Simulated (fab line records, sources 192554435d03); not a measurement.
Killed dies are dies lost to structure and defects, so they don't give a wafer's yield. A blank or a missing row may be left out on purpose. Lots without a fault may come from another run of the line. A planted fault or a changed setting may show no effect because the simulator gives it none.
Which tool did it? | flow n5_finfet | 9 lots, 27 wafers sampled, at 1 step of a route of 1938

WHAT THE GAUGES READ, wafer by wafer
N5_BEOL_M4_RC_MEAS_101.
lot  | measured     | on        | DIBL_N (mV/V)
L291 | day 8 17:48  | prober-02 | 32.9 38.3 37.4
L292 | day 9 08:14  | prober-02 | 38.2 36.2 39.2
L299 | day 10 18:19 | prober-02 | 34.3 34.2 34.7
L301 | day 11 08:43 | prober-02 | 35.6 35.2 36.9
L306 | day 12 03:20 | prober-01 | 36.0 35.6 37.9
L310 | day 13 12:35 | prober-02 | 33.1 34.5 35.5
L311 | day 13 19:41 | prober-02 | 32.2 32.5 33.8
L313 | day 14 01:23 | prober-01 | 34.1 34.1 38.3
L312 | day 14 04:28 | prober-01 | 36.1 36.2 36.2

WHICH TOOL RAN EACH LOT (tool, then ch and the chambers of the sampled wafers, then the start)
The record holds no process step before these readings.

THE ANSWER, worked out from the rows above alone
Rule: what is usual is taken from the lots themselves. Put in order of their means at a reading, lots are off if they are a third of the lots or fewer, leave a main group of 4 or more, and stand apart from it by a gap of 3 or more times the standard deviation of the main group's means; of several such gaps the widest counts. A main group whose means are all the same, to the digits that the tables above print for the reading, isn't used. A lot without any number at a reading at which 4 lots or more have one is off too. The other lots that the step has rows for count as sound.
No lot is off at any reading shown: from this, nothing can be told.

WHAT THE SIMULATOR HAD PUT IN
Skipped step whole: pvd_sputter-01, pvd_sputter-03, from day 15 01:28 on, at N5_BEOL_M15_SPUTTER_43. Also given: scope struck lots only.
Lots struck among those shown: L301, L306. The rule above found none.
